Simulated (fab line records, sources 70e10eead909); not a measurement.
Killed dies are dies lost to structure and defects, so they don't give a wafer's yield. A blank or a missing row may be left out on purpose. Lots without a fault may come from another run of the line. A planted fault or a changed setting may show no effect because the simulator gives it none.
A struck lot beside a sound one | flow nand_harc | 14 steps out of a route of 1302
Sound: wafers L421.1, L421.3, L421.6. Struck: wafers L434.1, L434.3, L434.5. The cause comes at the end.
At each step with rows: each side's tool, then ch and its chambers, then its first start. Under that, the readings that differ: sound wafers | struck wafers | difference of the means | sigmas: that difference in standard deviations of wafers without a fault.
alike: readings whose means differ by less than 2 such deviations, and words and numbers that are the same on both sides. not compared: withheld readings, readings that some wafer has no value for, bounds like >300 that may hide the same value, and numbers for which the record gives no deviation and whose values overlap.
The two part at a step that has a row with sigmas, a row that says differs or no value, or rows on one side only. Numbers that don't overlap but have no deviation are shown without sigmas and don't part them. A reading that every wafer of one side lacks parts them only if that side has two wafers or more.

first, 7 steps without rows for these wafers: NHARC_P_STI_COAT_41 (time 65 s); NHARC_P_STI_COAT_03 (resist thk 600 nm); NHARC_P_STI_SOFTBAKE_04 (time 70 s); NHARC_P_STI_EBR_05; NHARC_P_STI_EXPOSE_06 (exposes mask P STI, target cd 200 nm); NHARC_P_STI_PEB_07 (peb time 80 s); NHARC_P_STI_DEVELOP_08 (time 50 s).
NHARC_P_STI_CD_MEAS_09: target cd 200 nm.
  sound on cd_sem-03 ch 0, day 2 19:52; struck on cd_sem-03 ch 0, day 8 05:05
  alike: cd_nm
NHARC_P_STI_OVL_MEAS_10:
  sound on overlay-01, day 2 19:57; struck on overlay-02, day 8 05:10
  reading           | sound       | struck | difference | sigmas
  overlay_x_nm (nm) | -10 -10 -11 | 7 6 6  | +17        | +3
  alike: overlay_y_nm
NHARC_P_STI_INSPECT_11:
  sound on defect_inspect-02, day 2 19:59; struck on defect_inspect-02, day 8 05:13
  alike: raw_defect_count
then, 1 step without rows for these wafers: NHARC_P_STI_HARDBAKE_13 (time 65 s).
NHARC_P_STI_DESCUM_14: chemistry O2, time 3 s.
  sound on rie_diel-12 ch 0,3, day 2 20:07; struck on rie_diel-07 ch 0,3, day 8 05:21
  alike: drypump_motor_current_A, oes_product_au, rf_vpp_V, showerhead_plenum_p_Torr, throttle_valve_pct
  not compared: rf_hours_counter_h
NHARC_P_STI_ETCH_42: etches the open film in N2/H2, target depth 80 nm, overetch 24 nm, time 61 s.
  sound on rie_diel-12 ch 1,2, day 2 20:13; struck on rie_diel-07 ch 1,2,3, day 8 05:26
  no value came back on the struck wafers for any of 8 readings (bias_w (W), chamber_pressure_mTorr (mTorr) and others); on the sound wafers bias_w (W) reads 149.5 149.8 149.8
  not compared: rf_hours_counter_h
NHARC_P_STI_ETCH_31: etches the open film in CF4/CHF3, target depth 108.9 nm, time 54.5 s.
  sound on rie_diel-12 ch 1,2,3; struck on rie_diel-07 ch 1,2,3, day 8 05:31
  reading                         | sound          | struck         | difference | sigmas
  showerhead_plenum_p_Torr (Torr) | 1.60 1.68 1.63 | 1.48 1.50 1.50 | -0.14      | -2
  alike: bias_w, cf4_flow_sccm, drypump_motor_current_A, oes_product_au, rf_fwd_power_W, rf_vpp_V, throttle_valve_pct
  not compared: rf_hours_counter_h

WHERE THEY PART
First at NHARC_P_STI_OVL_MEAS_10; last, within this record, at NHARC_P_STI_ETCH_31.

WHY: what the simulator had put in
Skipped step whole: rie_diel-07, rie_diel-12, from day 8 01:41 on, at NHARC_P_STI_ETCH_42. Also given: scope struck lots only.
